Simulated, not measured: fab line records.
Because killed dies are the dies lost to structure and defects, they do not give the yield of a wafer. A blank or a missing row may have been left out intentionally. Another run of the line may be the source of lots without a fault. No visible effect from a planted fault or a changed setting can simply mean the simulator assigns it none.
fab line records || flow nand_harc
[record] {"lots": 5, "wafers": 15, "last_day": 34}
route steps=1302 shown P_BONDPAD@357
lots with no fault: from the same line, run without faults
start_h: start of the lot's first displayed wafer, in hours after the record's first day || wait_h: hours from the lot's prior step to this one || " identical to the entry in the row above || L1.1+2: a row that stands for several wafers || - either no value or no given start || * or withheld: withheld || < > ~ a bound
route shown NAME@n: a module of which the file shows steps, and the number in the route of the first || usual: average and standard deviation across the fault-free wafers || same: alike in all rows || chamber/n: place in a boat || sites: per-site readings || _std_site: the standard deviation of these || _edge_site: mean of outer sites minus mean of inner sites || radius_mm: for every site, how far away it sits from the centre of the wafer || mask NAME#n: copy n || behind: tool/chamber where the wafer was last shaped || hold: reason for holding the lot/hours on hold/outcome of the hold || device: the n, p or np transistor that did not switch || end of line: the route-end tests of the same wafers || where a step has no rows: the recipe by itself || killed: at the first sort, the dies lost to defects and structure; wafer yield is something else || map: dies across one wafer; x = killed, . = not, _ = none there
set.NAME: the setting as run; set.NAME@STEP: as run at that earlier step || model.NAME: the simulator's own value behind a step, which no gauge read
certain route steps with their lots: each step a table, each wafer a row
services: the hour from which a tool's chamber was out of use, counted from the record's first day as start_h (under 0 if before that day), plus the number of hours and why
[[steps]]
[step NHARC_P_BONDPAD_COAT_36]
[recipe] {"temp_c": 200, "time_s": 65}
[step NHARC_P_BONDPAD_COAT_03]
[recipe] {"spin_rpm": 2000, "resist_thk_nm": 600}
[step NHARC_P_BONDPAD_SOFTBAKE_04]
[recipe] {"temp_c": 125, "time_s": 70}
[step NHARC_P_BONDPAD_EBR_05]
[step NHARC_P_BONDPAD_EXPOSE_06]
[recipe] {"na": 0.55, "dose_mj": 37.06, "mask_id": "P_BPAD"}
[step NHARC_P_BONDPAD_PEB_07]
[recipe] {"peb_temp_c": 128, "peb_time_s": 80}
[step NHARC_P_BONDPAD_DEVELOP_08]
[recipe] {"time_s": 50, "dev_temp_c": 22}
[step NHARC_P_BONDPAD_CD_MEAS_09]
[recipe] {"target_cd_nm": 500, "landing_energy_ev": 500}
[usual] {"cd_nm": "499.6/1.8"}
{"lot.wafer": "L250.2", "tool": "cd_sem-02", "chamber": 0, "start_h": 153.82, "wait_h": "-", "cd_nm": 497.8}
{"lot.wafer": "L250.3", "tool": "cd_sem-02", "chamber": 0, "start_h": 153.82, "wait_h": "-", "cd_nm": 495.8}
{"lot.wafer": "L250.5", "tool": "cd_sem-02", "chamber": 0, "start_h": 153.82, "wait_h": "-", "cd_nm": 496.8}
{"lot.wafer": "L253.1", "tool": "cd_sem-03", "chamber": 0, "start_h": 179.36, "wait_h": "-", "cd_nm": 498.4}
{"lot.wafer": "L253.3", "tool": "cd_sem-03", "chamber": 0, "start_h": 179.36, "wait_h": "-", "cd_nm": 497.6}
{"lot.wafer": "L253.4", "tool": "cd_sem-03", "chamber": 0, "start_h": 179.36, "wait_h": "-", "cd_nm": 500.2}
{"lot.wafer": "L263.2", "tool": "cd_sem-02", "chamber": 0, "start_h": 282.26, "wait_h": "-", "cd_nm": 502.4}
{"lot.wafer": "L263.3", "tool": "cd_sem-02", "chamber": 0, "start_h": 282.26, "wait_h": "-", "cd_nm": 503.3}
{"lot.wafer": "L263.4", "tool": "cd_sem-02", "chamber": 0, "start_h": 282.26, "wait_h": "-", "cd_nm": 498.6}
{"lot.wafer": "L266.1", "tool": "cd_sem-01", "chamber": 0, "start_h": 310.36, "wait_h": "-", "cd_nm": 498.2}
{"lot.wafer": "L266.4", "tool": "cd_sem-01", "chamber": 0, "start_h": 310.36, "wait_h": "-", "cd_nm": 498.6}
{"lot.wafer": "L266.6", "tool": "cd_sem-01", "chamber": 0, "start_h": 310.36, "wait_h": "-", "cd_nm": 499.3}
{"lot.wafer": "L272.1", "tool": "cd_sem-03", "chamber": 0, "start_h": 370.78, "wait_h": "-", "cd_nm": 498.8}
{"lot.wafer": "L272.2", "tool": "cd_sem-03", "chamber": 0, "start_h": 370.78, "wait_h": "-", "cd_nm": 499.8}
{"lot.wafer": "L272.4", "tool": "cd_sem-03", "chamber": 0, "start_h": 370.78, "wait_h": "-", "cd_nm": 502.0}
[step NHARC_P_BONDPAD_OVL_MEAS_38]
[usual] {"overlay_x_nm": "-1/6.9", "overlay_y_nm": "0/5.2"}
{"lot.wafer": "L250.2", "tool": "overlay-01", "chamber": "-", "start_h": 153.91, "wait_h": "-", "overlay_x_nm": 9, "overlay_y_nm": -2}
{"lot.wafer": "L250.3", "tool": "overlay-01", "chamber": "-", "start_h": 153.91, "wait_h": "-", "overlay_x_nm": 9, "overlay_y_nm": -3}
{"lot.wafer": "L250.5", "tool": "overlay-01", "chamber": "-", "start_h": 153.91, "wait_h": "-", "overlay_x_nm": 9, "overlay_y_nm": -3}
{"lot.wafer": "L253.1", "tool": "overlay-02", "chamber": "-", "start_h": 179.45, "wait_h": "-", "overlay_x_nm": -7, "overlay_y_nm": -11}
{"lot.wafer": "L253.3", "tool": "overlay-02", "chamber": "-", "start_h": 179.45, "wait_h": "-", "overlay_x_nm": -7, "overlay_y_nm": -11}
{"lot.wafer": "L253.4", "tool": "overlay-02", "chamber": "-", "start_h": 179.45, "wait_h": "-", "overlay_x_nm": -7, "overlay_y_nm": -10}
{"lot.wafer": "L263.2", "tool": "overlay-02", "chamber": "-", "start_h": 282.34, "wait_h": "-", "overlay_x_nm": 5, "overlay_y_nm": 3}
{"lot.wafer": "L263.3", "tool": "overlay-02", "chamber": "-", "start_h": 282.34, "wait_h": "-", "overlay_x_nm": 4, "overlay_y_nm": 3}
{"lot.wafer": "L263.4", "tool": "overlay-02", "chamber": "-", "start_h": 282.34, "wait_h": "-", "overlay_x_nm": 4, "overlay_y_nm": 3}
{"lot.wafer": "L266.1", "tool": "overlay-02", "chamber": "-", "start_h": 310.45, "wait_h": "-", "overlay_x_nm": -8, "overlay_y_nm": 5}
{"lot.wafer": "L266.4", "tool": "overlay-02", "chamber": "-", "start_h": 310.45, "wait_h": "-", "overlay_x_nm": -7, "overlay_y_nm": 5}
{"lot.wafer": "L266.6", "tool": "overlay-02", "chamber": "-", "start_h": 310.45, "wait_h": "-", "overlay_x_nm": -7, "overlay_y_nm": 5}
{"lot.wafer": "L272.1", "tool": "overlay-02", "chamber": "-", "start_h": 370.87, "wait_h": "-", "overlay_x_nm": 2, "overlay_y_nm": -5}
{"lot.wafer": "L272.2", "tool": "overlay-02", "chamber": "-", "start_h": 370.87, "wait_h": "-", "overlay_x_nm": 2, "overlay_y_nm": -5}
{"lot.wafer": "L272.4", "tool": "overlay-02", "chamber": "-", "start_h": 370.87, "wait_h": "-", "overlay_x_nm": 2, "overlay_y_nm": -5}
[step NHARC_P_BONDPAD_HARDBAKE_10]
[recipe] {"temp_c": 118, "time_s": 65}
[step NHARC_P_BONDPAD_DESCUM_11]
[recipe] {"time_s": 3, "o2_flow_sccm": 200, "ar_flow_sccm": 0, "bias_power_w": 0, "chemistry": "O2"}
[usual] {"chamber_pressure_mTorr": "60.00/0.045", "drypump_motor_current_A": "6.0/0.59", "oes_product_au": "1.000/0.011", "rf_vpp_V": "57.7/0.87", "showerhead_plenum_p_Torr": "1.92/0.089", "throttle_valve_pct": "11.310/0.0093"}
[same] {"bias_power_w": 0}
{"lot.wafer": "L250.3", "tool": "rie_diel-03", "chamber": 3, "start_h": 154.04, "wait_h": "-", "chamber_pressure_mTorr": 59.91, "drypump_motor_current_A": 5.9, "oes_product_au": 0.992, "rf_hours_counter_h": 1, "rf_vpp_V": 58.3, "showerhead_plenum_p_Torr": 2.07, "throttle_valve_pct": 11.324}
{"lot.wafer": "L250.2", "tool": "rie_diel-03", "chamber": 0, "start_h": 154.04, "wait_h": "-", "chamber_pressure_mTorr": 59.97, "drypump_motor_current_A": 5.8, "oes_product_au": 1.006, "rf_hours_counter_h": 1, "rf_vpp_V": 58.1, "showerhead_plenum_p_Torr": 1.82, "throttle_valve_pct": 11.328}
{"lot.wafer": "L250.5", "tool": "rie_diel-03", "chamber": 2, "start_h": 154.04, "wait_h": "-", "chamber_pressure_mTorr": 60.03, "drypump_motor_current_A": 5.2, "oes_product_au": 0.993, "rf_hours_counter_h": "-", "rf_vpp_V": 58.7, "showerhead_plenum_p_Torr": 1.87, "throttle_valve_pct": 11.329}
{"lot.wafer": "L253.4", "tool": "rie_diel-02", "chamber": 1, "start_h": 179.58, "wait_h": "-", "chamber_pressure_mTorr": 59.96, "drypump_motor_current_A": 6.0, "oes_product_au": 1.011, "rf_hours_counter_h": 8, "rf_vpp_V": 57.4, "showerhead_plenum_p_Torr": 2.02, "throttle_valve_pct": 11.306}
{"lot.wafer": "L253.3", "tool": "rie_diel-02", "chamber": 2, "start_h": 179.58, "wait_h": "-", "chamber_pressure_mTorr": 59.99, "drypump_motor_current_A": 6.3, "oes_product_au": 1.000, "rf_hours_counter_h": 5, "rf_vpp_V": 59.0, "showerhead_plenum_p_Torr": 1.82, "throttle_valve_pct": 11.303}
{"lot.wafer": "L253.1", "tool": "rie_diel-02", "chamber": 3, "start_h": 179.58, "wait_h": "-", "chamber_pressure_mTorr": 60.03, "drypump_motor_current_A": 4.7, "oes_product_au": 0.996, "rf_hours_counter_h": 8, "rf_vpp_V": 57.1, "showerhead_plenum_p_Torr": 2.06, "throttle_valve_pct": 11.318}
{"lot.wafer": "L263.3", "tool": "rie_diel-04", "chamber": 1, "start_h": 282.47, "wait_h": "-", "chamber_pressure_mTorr": 60.02, "drypump_motor_current_A": 6.7, "oes_product_au": 1.003, "rf_hours_counter_h": 3, "rf_vpp_V": 57.9, "showerhead_plenum_p_Torr": 1.90, "throttle_valve_pct": 11.311}
{"lot.wafer": "L263.2", "tool": "rie_diel-04", "chamber": 2, "start_h": 282.47, "wait_h": "-", "chamber_pressure_mTorr": 59.93, "drypump_motor_current_A": 6.8, "oes_product_au": 1.017, "rf_hours_counter_h": 4, "rf_vpp_V": 56.4, "showerhead_plenum_p_Torr": 1.86, "throttle_valve_pct": 11.297}
{"lot.wafer": "L263.4", "tool": "rie_diel-04", "chamber": 0, "start_h": 282.47, "wait_h": "-", "chamber_pressure_mTorr": 60.01, "drypump_motor_current_A": 6.5, "oes_product_au": 0.994, "rf_hours_counter_h": 7, "rf_vpp_V": 57.8, "showerhead_plenum_p_Torr": 2.00, "throttle_valve_pct": 11.307}
{"lot.wafer": "L266.1", "tool": "rie_diel-03", "chamber": 1, "start_h": 310.60, "wait_h": "-", "chamber_pressure_mTorr": 60.07, "drypump_motor_current_A": 6.3, "oes_product_au": 0.992, "rf_hours_counter_h": 0, "rf_vpp_V": 57.0, "showerhead_plenum_p_Torr": 1.90, "throttle_valve_pct": 11.310}
{"lot.wafer": "L266.4", "tool": "rie_diel-03", "chamber": 0, "start_h": 310.60, "wait_h": "-", "chamber_pressure_mTorr": 60.06, "drypump_motor_current_A": 5.8, "oes_product_au": 1.012, "rf_hours_counter_h": "-", "rf_vpp_V": 57.9, "showerhead_plenum_p_Torr": 1.82, "throttle_valve_pct": 11.324}
{"lot.wafer": "L266.6", "tool": "rie_diel-03", "chamber": 1, "start_h": 310.60, "wait_h": "-", "chamber_pressure_mTorr": 59.96, "drypump_motor_current_A": 6.3, "oes_product_au": 1.000, "rf_hours_counter_h": "-", "rf_vpp_V": 56.7, "showerhead_plenum_p_Torr": 1.90, "throttle_valve_pct": 11.316}
{"lot.wafer": "L272.2", "tool": "rie_diel-02", "chamber": 3, "start_h": 370.99, "wait_h": "-", "chamber_pressure_mTorr": 60.09, "drypump_motor_current_A": 4.7, "oes_product_au": 1.013, "rf_hours_counter_h": 7, "rf_vpp_V": 59.2, "showerhead_plenum_p_Torr": 2.05, "throttle_valve_pct": 11.307}
{"lot.wafer": "L272.1", "tool": "rie_diel-02", "chamber": 0, "start_h": 370.99, "wait_h": "-", "chamber_pressure_mTorr": 59.93, "drypump_motor_current_A": 6.2, "oes_product_au": 1.023, "rf_hours_counter_h": 7, "rf_vpp_V": 57.2, "showerhead_plenum_p_Torr": 1.77, "throttle_valve_pct": 11.314}
{"lot.wafer": "L272.4", "tool": "rie_diel-02", "chamber": 2, "start_h": 370.99, "wait_h": "-", "chamber_pressure_mTorr": 59.91, "drypump_motor_current_A": 6.3, "oes_product_au": 0.999, "rf_hours_counter_h": 7, "rf_vpp_V": 55.7, "showerhead_plenum_p_Torr": 1.82, "throttle_valve_pct": 11.303}
[step NHARC_P_BONDPAD_ETCH_37]
[recipe] {"target_depth_a": 600, "overetch_a": 180, "time_s": 65.91, "ion_energy_ev": 200, "n2_flow_sccm": 150, "h2_flow_sccm": 150, "ar_flow_sccm": 0, "rf_w": 400, "bias_w": 150, "chemistry": "N2/H2"}
[usual] {"chamber_pressure_mTorr": "30.003/0.027", "drypump_motor_current_A": "6.0/0.58", "n2_flow_sccm": "150.0/0.42", "oes_product_au": "0.999/0.011", "rf_vpp_V": "430.8/2.8", "run_length_s": "87.0/0.42", "showerhead_plenum_p_Torr": "2.05/0.1", "throttle_valve_pct": "14.172/0.0082"}
{"lot.wafer": "L250.3", "tool": "rie_diel-03", "chamber": 1, "start_h": 154.13, "wait_h": 0.1, "chamber_pressure_mTorr": 30.014, "drypump_motor_current_A": 6.2, "n2_flow_sccm": 149.7, "oes_product_au": 0.998, "rf_hours_counter_h": 1, "rf_vpp_V": 430.7, "run_length_s": 87.5, "showerhead_plenum_p_Torr": 2.03, "throttle_valve_pct": 14.163}
{"lot.wafer": "L250.2", "tool": "rie_diel-03", "chamber": 2, "start_h": 154.13, "wait_h": 0.1, "chamber_pressure_mTorr": 29.996, "drypump_motor_current_A": 5.2, "n2_flow_sccm": 149.7, "oes_product_au": 0.996, "rf_hours_counter_h": 1, "rf_vpp_V": 429.8, "run_length_s": 86.8, "showerhead_plenum_p_Torr": 1.99, "throttle_valve_pct": 14.169}
{"lot.wafer": "L250.5", "tool": "rie_diel-03", "chamber": 0, "start_h": 154.13, "wait_h": 0.1, "chamber_pressure_mTorr": 29.964, "drypump_motor_current_A": 5.8, "n2_flow_sccm": 150.7, "oes_product_au": 0.992, "rf_hours_counter_h": "-", "rf_vpp_V": 427.8, "run_length_s": 87.3, "showerhead_plenum_p_Torr": 1.94, "throttle_valve_pct": 14.175}
{"lot.wafer": "L253.1", "tool": "rie_diel-02", "chamber": 3, "start_h": 179.66, "wait_h": 0.1, "chamber_pressure_mTorr": 30.007, "drypump_motor_current_A": 4.7, "n2_flow_sccm": 150.0, "oes_product_au": 0.988, "rf_hours_counter_h": 8, "rf_vpp_V": 434.6, "run_length_s": 86.9, "showerhead_plenum_p_Torr": 2.20, "throttle_valve_pct": 14.167}
{"lot.wafer": "L253.3", "tool": "rie_diel-02", "chamber": 0, "start_h": 179.66, "wait_h": 0.1, "chamber_pressure_mTorr": 29.996, "drypump_motor_current_A": 6.3, "n2_flow_sccm": 150.0, "oes_product_au": 1.009, "rf_hours_counter_h": 8, "rf_vpp_V": 426.8, "run_length_s": 86.4, "showerhead_plenum_p_Torr": 1.89, "throttle_valve_pct": 14.181}
{"lot.wafer": "L253.4", "tool": "rie_diel-02", "chamber": 1, "start_h": 179.66, "wait_h": 0.1, "chamber_pressure_mTorr": 30.005, "drypump_motor_current_A": 6.0, "n2_flow_sccm": 150.2, "oes_product_au": 1.016, "rf_hours_counter_h": 8, "rf_vpp_V": 433.4, "run_length_s": 87.7, "showerhead_plenum_p_Torr": 2.15, "throttle_valve_pct": 14.170}
{"lot.wafer": "L263.3", "tool": "rie_diel-04", "chamber": 1, "start_h": 282.55, "wait_h": 0.1, "chamber_pressure_mTorr": 29.992, "drypump_motor_current_A": 6.7, "n2_flow_sccm": 149.2, "oes_product_au": 0.994, "rf_hours_counter_h": 3, "rf_vpp_V": 430.4, "run_length_s": 87.2, "showerhead_plenum_p_Torr": 2.02, "throttle_valve_pct": 14.171}
{"lot.wafer": "L263.4", "tool": "rie_diel-04", "chamber": 2, "start_h": 282.55, "wait_h": 0.1, "chamber_pressure_mTorr": 30.028, "drypump_motor_current_A": 6.7, "n2_flow_sccm": 150.4, "oes_product_au": 1.011, "rf_hours_counter_h": 4, "rf_vpp_V": 429.4, "run_length_s": 86.3, "showerhead_plenum_p_Torr": 1.98, "throttle_valve_pct": 14.161}
{"lot.wafer": "L263.2", "tool": "rie_diel-04", "chamber": 3, "start_h": 282.55, "wait_h": 0.1, "chamber_pressure_mTorr": 30.018, "drypump_motor_current_A": 5.4, "n2_flow_sccm": 150.0, "oes_product_au": 0.974, "rf_hours_counter_h": 7, "rf_vpp_V": 429.0, "run_length_s": 87.1, "showerhead_plenum_p_Torr": 2.03, "throttle_valve_pct": 14.182}
{"lot.wafer": "L266.1", "tool": "rie_diel-03", "chamber": 1, "start_h": 310.70, "wait_h": 0.1, "chamber_pressure_mTorr": 29.980, "drypump_motor_current_A": 6.3, "n2_flow_sccm": 150.2, "oes_product_au": 0.998, "rf_hours_counter_h": 0, "rf_vpp_V": 429.5, "run_length_s": 87.4, "showerhead_plenum_p_Torr": 2.02, "throttle_valve_pct": 14.180}
{"lot.wafer": "L266.4", "tool": "rie_diel-03", "chamber": 3, "start_h": 310.70, "wait_h": 0.1, "chamber_pressure_mTorr": 30.026, "drypump_motor_current_A": 5.9, "n2_flow_sccm": 149.5, "oes_product_au": 0.995, "rf_hours_counter_h": "-", "rf_vpp_V": 434.4, "run_length_s": 86.7, "showerhead_plenum_p_Torr": 2.20, "throttle_valve_pct": 14.188}
{"lot.wafer": "L266.6", "tool": "rie_diel-03", "chamber": 0, "start_h": 310.70, "wait_h": 0.1, "chamber_pressure_mTorr": 30.000, "drypump_motor_current_A": 5.8, "n2_flow_sccm": 149.7, "oes_product_au": 1.000, "rf_hours_counter_h": "-", "rf_vpp_V": 428.8, "run_length_s": 87.2, "showerhead_plenum_p_Torr": 1.94, "throttle_valve_pct": 14.173}
{"lot.wafer": "L272.2", "tool": "rie_diel-02", "chamber": 3, "start_h": 371.08, "wait_h": 0.1, "chamber_pressure_mTorr": 29.993, "drypump_motor_current_A": 4.7, "n2_flow_sccm": 149.2, "oes_product_au": 1.001, "rf_hours_counter_h": 7, "rf_vpp_V": 435.3, "run_length_s": 87.0, "showerhead_plenum_p_Torr": 2.19, "throttle_valve_pct": 14.173}
{"lot.wafer": "L272.1", "tool": "rie_diel-02", "chamber": 1, "start_h": 371.08, "wait_h": 0.1, "chamber_pressure_mTorr": 29.986, "drypump_motor_current_A": 6.0, "n2_flow_sccm": 149.6, "oes_product_au": 1.020, "rf_hours_counter_h": 8, "rf_vpp_V": 434.0, "run_length_s": 87.0, "showerhead_plenum_p_Torr": 2.15, "throttle_valve_pct": 14.176}
{"lot.wafer": "L272.4", "tool": "rie_diel-02", "chamber": 2, "start_h": 371.08, "wait_h": 0.1, "chamber_pressure_mTorr": 30.000, "drypump_motor_current_A": 6.3, "n2_flow_sccm": 149.5, "oes_product_au": 0.998, "rf_hours_counter_h": 7, "rf_vpp_V": 426.5, "run_length_s": 86.8, "showerhead_plenum_p_Torr": 1.93, "throttle_valve_pct": 14.182}
[step NHARC_P_BONDPAD_ETCH_12]
[recipe] {"target_depth_a": 2000, "time_s": 100, "chf3_flow_sccm": 50, "o2_flow_sccm": 10, "ar_flow_sccm": 200, "rf_w": 500, "bias_w": 200, "chemistry": "CHF3/O2"}
[usual] {"chamber_pressure_mTorr": "25.003/0.022", "drypump_motor_current_A": "6.0/0.6", "oes_product_au": "0.940/0.021", "rf_vpp_V": "370.7/2.4", "run_length_s": "121.1/0.41", "showerhead_plenum_p_Torr": "2.41/0.11", "throttle_valve_pct": "20.573/0.0086"}
{"lot.wafer": "L250.3", "tool": "rie_diel-03", "chamber": 0, "start_h": 154.21, "wait_h": "-", "chamber_pressure_mTorr": 25.012, "drypump_motor_current_A": 5.8, "oes_product_au": 0.958, "rf_hours_counter_h": 1, "rf_vpp_V": 367.4, "run_length_s": 121.4, "showerhead_plenum_p_Torr": 2.29, "throttle_valve_pct": 20.578}
{"lot.wafer": "L250.2", "tool": "rie_diel-03", "chamber": 2, "start_h": 154.21, "wait_h": "-", "chamber_pressure_mTorr": 24.968, "drypump_motor_current_A": 5.2, "oes_product_au": 0.953, "rf_hours_counter_h": 1, "rf_vpp_V": 370.2, "run_length_s": 121.0, "showerhead_plenum_p_Torr": 2.34, "throttle_valve_pct": 20.571}
{"lot.wafer": "L250.5", "tool": "rie_diel-03", "chamber": 1, "start_h": 154.21, "wait_h": "-", "chamber_pressure_mTorr": 25.006, "drypump_motor_current_A": 6.2, "oes_product_au": 0.969, "rf_hours_counter_h": "-", "rf_vpp_V": 368.1, "run_length_s": 121.1, "showerhead_plenum_p_Torr": 2.39, "throttle_valve_pct": 20.575}
{"lot.wafer": "L253.4", "tool": "rie_diel-02", "chamber": 3, "start_h": 179.76, "wait_h": "-", "chamber_pressure_mTorr": 25.022, "drypump_motor_current_A": 4.7, "oes_product_au": 0.969, "rf_hours_counter_h": 8, "rf_vpp_V": 374.4, "run_length_s": 121.1, "showerhead_plenum_p_Torr": 2.57, "throttle_valve_pct": 20.586}
{"lot.wafer": "L253.1", "tool": "rie_diel-02", "chamber": 0, "start_h": 179.76, "wait_h": "-", "chamber_pressure_mTorr": 24.965, "drypump_motor_current_A": 6.2, "oes_product_au": 0.971, "rf_hours_counter_h": 8, "rf_vpp_V": 368.3, "run_length_s": 120.4, "showerhead_plenum_p_Torr": 2.24, "throttle_valve_pct": 20.568}
{"lot.wafer": "L253.3", "tool": "rie_diel-02", "chamber": 1, "start_h": 179.76, "wait_h": "-", "chamber_pressure_mTorr": 25.010, "drypump_motor_current_A": 6.0, "oes_product_au": 0.982, "rf_hours_counter_h": 8, "rf_vpp_V": 372.4, "run_length_s": 120.9, "showerhead_plenum_p_Torr": 2.52, "throttle_valve_pct": 20.584}
{"lot.wafer": "L263.4", "tool": "rie_diel-04", "chamber": 1, "start_h": 282.64, "wait_h": "-", "chamber_pressure_mTorr": 25.037, "drypump_motor_current_A": 6.8, "oes_product_au": 0.930, "rf_hours_counter_h": 3, "rf_vpp_V": 370.8, "run_length_s": 121.4, "showerhead_plenum_p_Torr": 2.38, "throttle_valve_pct": 20.561}
{"lot.wafer": "L263.3", "tool": "rie_diel-04", "chamber": 2, "start_h": 282.64, "wait_h": "-", "chamber_pressure_mTorr": 24.948, "drypump_motor_current_A": 6.7, "oes_product_au": 0.950, "rf_hours_counter_h": 5, "rf_vpp_V": 369.5, "run_length_s": 120.3, "showerhead_plenum_p_Torr": 2.34, "throttle_valve_pct": 20.560}
{"lot.wafer": "L263.2", "tool": "rie_diel-04", "chamber": 0, "start_h": 282.64, "wait_h": "-", "chamber_pressure_mTorr": 25.004, "drypump_motor_current_A": 6.5, "oes_product_au": 0.924, "rf_hours_counter_h": 7, "rf_vpp_V": 371.9, "run_length_s": 121.4, "showerhead_plenum_p_Torr": 2.51, "throttle_valve_pct": 20.580}
{"lot.wafer": "L266.1", "tool": "rie_diel-03", "chamber": 3, "start_h": 310.78, "wait_h": "-", "chamber_pressure_mTorr": 24.990, "drypump_motor_current_A": 5.9, "oes_product_au": 0.933, "rf_hours_counter_h": 1, "rf_vpp_V": 373.5, "run_length_s": 120.9, "showerhead_plenum_p_Torr": 2.58, "throttle_valve_pct": 20.571}
{"lot.wafer": "L266.4", "tool": "rie_diel-03", "chamber": 0, "start_h": 310.78, "wait_h": "-", "chamber_pressure_mTorr": 25.033, "drypump_motor_current_A": 5.8, "oes_product_au": 0.956, "rf_hours_counter_h": "-", "rf_vpp_V": 368.0, "run_length_s": 115.0, "showerhead_plenum_p_Torr": 2.29, "throttle_valve_pct": 20.567}
{"lot.wafer": "L266.6", "tool": "rie_diel-03", "chamber": 1, "start_h": 310.78, "wait_h": "-", "chamber_pressure_mTorr": 25.034, "drypump_motor_current_A": 6.3, "oes_product_au": 0.957, "rf_hours_counter_h": "-", "rf_vpp_V": 371.5, "run_length_s": 121.2, "showerhead_plenum_p_Torr": 2.39, "throttle_valve_pct": 20.570}
{"lot.wafer": "L272.2", "tool": "rie_diel-02", "chamber": 3, "start_h": 371.17, "wait_h": "-", "chamber_pressure_mTorr": 24.983, "drypump_motor_current_A": 4.7, "oes_product_au": 0.964, "rf_hours_counter_h": 7, "rf_vpp_V": 374.4, "run_length_s": 120.7, "showerhead_plenum_p_Torr": 2.57, "throttle_valve_pct": 20.576}
{"lot.wafer": "L272.4", "tool": "rie_diel-02", "chamber": 0, "start_h": 371.17, "wait_h": "-", "chamber_pressure_mTorr": 24.977, "drypump_motor_current_A": 6.3, "oes_product_au": 0.990, "rf_hours_counter_h": 7, "rf_vpp_V": 366.5, "run_length_s": 121.1, "showerhead_plenum_p_Torr": 2.23, "throttle_valve_pct": 20.579}
{"lot.wafer": "L272.1", "tool": "rie_diel-02", "chamber": 1, "start_h": 371.17, "wait_h": "-", "chamber_pressure_mTorr": 25.028, "drypump_motor_current_A": 6.0, "oes_product_au": 0.991, "rf_hours_counter_h": 8, "rf_vpp_V": 372.9, "run_length_s": 121.2, "showerhead_plenum_p_Torr": 2.52, "throttle_valve_pct": 20.579}
[step NHARC_P_BONDPAD_CD_MEAS_13]
[usual] {"cd_nm": "499.2/1.9"}
{"lot.wafer": "L250.2", "tool": "cd_sem-02", "chamber": "-", "start_h": 154.35, "wait_h": "-", "cd_nm": 498.3}
{"lot.wafer": "L250.3", "tool": "cd_sem-02", "chamber": "-", "start_h": 154.35, "wait_h": "-", "cd_nm": 497.5}
{"lot.wafer": "L250.5", "tool": "cd_sem-02", "chamber": "-", "start_h": 154.35, "wait_h": "-", "cd_nm": 496.3}
{"lot.wafer": "L253.1", "tool": "cd_sem-03", "chamber": "-", "start_h": 179.89, "wait_h": "-", "cd_nm": 498.6}
{"lot.wafer": "L253.3", "tool": "cd_sem-03", "chamber": "-", "start_h": 179.89, "wait_h": "-", "cd_nm": 497.4}
{"lot.wafer": "L253.4", "tool": "cd_sem-03", "chamber": "-", "start_h": 179.89, "wait_h": "-", "cd_nm": 499.7}
{"lot.wafer": "L263.2", "tool": "cd_sem-02", "chamber": "-", "start_h": 282.78, "wait_h": "-", "cd_nm": 502.2}
{"lot.wafer": "L263.3", "tool": "cd_sem-02", "chamber": "-", "start_h": 282.78, "wait_h": "-", "cd_nm": 502.4}
{"lot.wafer": "L263.4", "tool": "cd_sem-02", "chamber": "-", "start_h": 282.78, "wait_h": "-", "cd_nm": 498.7}
{"lot.wafer": "L266.1", "tool": "cd_sem-03", "chamber": "-", "start_h": 310.94, "wait_h": "-", "cd_nm": 498.0}
{"lot.wafer": "L266.4", "tool": "cd_sem-03", "chamber": "-", "start_h": 310.94, "wait_h": "-", "cd_nm": 498.3}
{"lot.wafer": "L266.6", "tool": "cd_sem-03", "chamber": "-", "start_h": 310.94, "wait_h": "-", "cd_nm": 499.4}
{"lot.wafer": "L272.1", "tool": "cd_sem-03", "chamber": "-", "start_h": 371.30, "wait_h": "-", "cd_nm": 499.1}
{"lot.wafer": "L272.2", "tool": "cd_sem-03", "chamber": "-", "start_h": 371.30, "wait_h": "-", "cd_nm": 499.2}
{"lot.wafer": "L272.4", "tool": "cd_sem-03", "chamber": "-", "start_h": 371.30, "wait_h": "-", "cd_nm": 501.8}
[[services]]
{"tool": "rie_diel-03", "chamber": 0, "start_h": 137.80, "hours": "-", "kind": "clean"}
{"tool": "rie_diel-03", "chamber": 1, "start_h": 137.80, "hours": "-", "kind": "clean"}
{"tool": "rie_diel-03", "chamber": 2, "start_h": 137.80, "hours": "-", "kind": "clean"}
{"tool": "rie_diel-03", "chamber": 3, "start_h": 137.80, "hours": "-", "kind": "clean"}
{"tool": "rie_diel-03", "chamber": 1, "start_h": 140.05, "hours": 3.4, "kind": "repair"}
{"tool": "rie_diel-02", "chamber": 0, "start_h": 146.72, "hours": "-", "kind": "clean"}
{"tool": "rie_diel-04", "chamber": "-", "start_h": 172.79, "hours": 0.4, "kind": "repair"}
{"tool": "rie_diel-04", "chamber": "-", "start_h": 177.90, "hours": 9.0, "kind": "pm"}
{"tool": "rie_diel-03", "chamber": 2, "start_h": 178.51, "hours": 2.2, "kind": "repair"}
{"tool": "rie_diel-03", "chamber": "-", "start_h": 183.40, "hours": 0.6, "kind": "repair"}
{"tool": "rie_diel-04", "chamber": 2, "start_h": 199.54, "hours": 7.2, "kind": "repair"}
{"tool": "rie_diel-04", "chamber": 1, "start_h": 204.66, "hours": 47.6, "kind": "repair"}
{"tool": "rie_diel-02", "chamber": "-", "start_h": 216.72, "hours": 9.0, "kind": "pm"}
{"tool": "rie_diel-04", "chamber": 2, "start_h": 218.29, "hours": 6.9, "kind": "repair"}
{"tool": "rie_diel-03", "chamber": 2, "start_h": 226.02, "hours": 17.2, "kind": "repair"}
{"tool": "rie_diel-03", "chamber": 0, "start_h": 234.50, "hours": 2.8, "kind": "repair"}
{"tool": "rie_diel-02", "chamber": "-", "start_h": 238.75, "hours": 1.7, "kind": "repair"}
{"tool": "rie_diel-03", "chamber": 2, "start_h": 260.24, "hours": 5.0, "kind": "repair"}
{"tool": "rie_diel-02", "chamber": 0, "start_h": 269.53, "hours": 1.5, "kind": "repair"}
{"tool": "rie_diel-03", "chamber": 0, "start_h": 276.18, "hours": 32.9, "kind": "repair"}
{"tool": "rie_diel-03", "chamber": "-", "start_h": 281.30, "hours": 9.0, "kind": "pm"}
{"tool": "rie_diel-03", "chamber": 2, "start_h": 301.44, "hours": 10.0, "kind": "repair"}
{"tool": "rie_diel-03", "chamber": 3, "start_h": 330.80, "hours": 5.6, "kind": "repair"}
{"tool": "rie_diel-04", "chamber": "-", "start_h": 354.90, "hours": 9.0, "kind": "pm"}
[[key]]
[first_sign] {"step": "NHARC_P_BONDPAD_ETCH_12", "reading": "run_length_s", "direction": "down", "sigmas": 15, "usual": "*", "struck": "*"}
effect none on later readings
met_at NHARC_P_BONDPAD_ETCH_12
struck_wafers L266.4
sort_left_out L266.4
onset_between 154.21 310.78
[fault] {"kind": "process_parameter_drift", "tool": "rie_diel-03", "chamber": 0, "onset_h": 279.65, "steps": "NHARC_P_BONDPAD_ETCH_12", "channel": "time_s", "offset": "*", "shape": "step", "end_h": 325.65, "acts_in": "*", "stated": "*"}
// sort_left_out: the simulated sort isn't trusted on such a fault, so these wafers' sort isn't shown, and their yield isn't known
